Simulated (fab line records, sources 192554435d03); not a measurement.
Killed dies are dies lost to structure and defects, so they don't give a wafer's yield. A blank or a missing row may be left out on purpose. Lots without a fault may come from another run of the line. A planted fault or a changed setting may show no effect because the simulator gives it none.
Chamber matching | flow n5_finfet | N5_BEOL_M0_PRE_CLEAN_131 on cvd_co-01: 3 sister chambers
The step time 15 s. 14 wafers are shown with their chamber, then 7 later ones without.

WAFERS WITH THEIR CHAMBER
wafer  | chamber | heater_power_w (W)
L763.1 | 1       | 80
L763.2 | 0       | 73
L763.5 | 0       | 75
L765.3 | 1       | 82
L765.4 | 0       | 76
L765.5 | 2       | 72
L773.3 | 0       | 74
L773.4 | 0       | 74
L773.5 | 2       | 69
L775.2 | 2       | 70
L775.3 | 0       | 76
L775.5 | 2       | 70
L776.3 | 2       | 70
L776.4 | 2       | 70

SIGNATURES (means of the wafers above)
reading        | chamber 0 | chamber 1 | chamber 2 | scatter within a chamber
heater_power_w | 74.67     | 81.00     | 70.17     | 1.13
Rule: a wafer's distance from a chamber is the root of the sum, over the readings, of the square of ((its reading less the chamber's mean) divided by the reading's scatter). The wafer belongs to the nearest chamber; if the next one is less than 2 further off, it can't be placed. The scatter: the root of (the sum of the squares of (reading less its chamber's mean) over the shown wafers, divided by (wafers less chambers)).

WAFERS WITHOUT THEIR CHAMBER
wafer  | heater_power_w (W)
L776.5 | 81
L778.1 | 81
L778.2 | 73
L778.3 | 74
L782.1 | 81
L782.2 | 76
L782.4 | 73

WHICH CHAMBER EACH WENT THROUGH
wafer  | from the rows above     | in truth
L776.5 | 1                       | 1
L778.1 | 1                       | 1
L778.2 | can't be placed: 0 or 2 | 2
L778.3 | 0                       | 0
L782.1 | 1                       | 1
L782.2 | 0                       | 0
L782.4 | can't be placed: 0 or 2 | 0
Placed correctly: 5 of 7. Can't be placed from these rows: 2 (the true chamber is among the candidates in 2). Placed wrongly: 0.
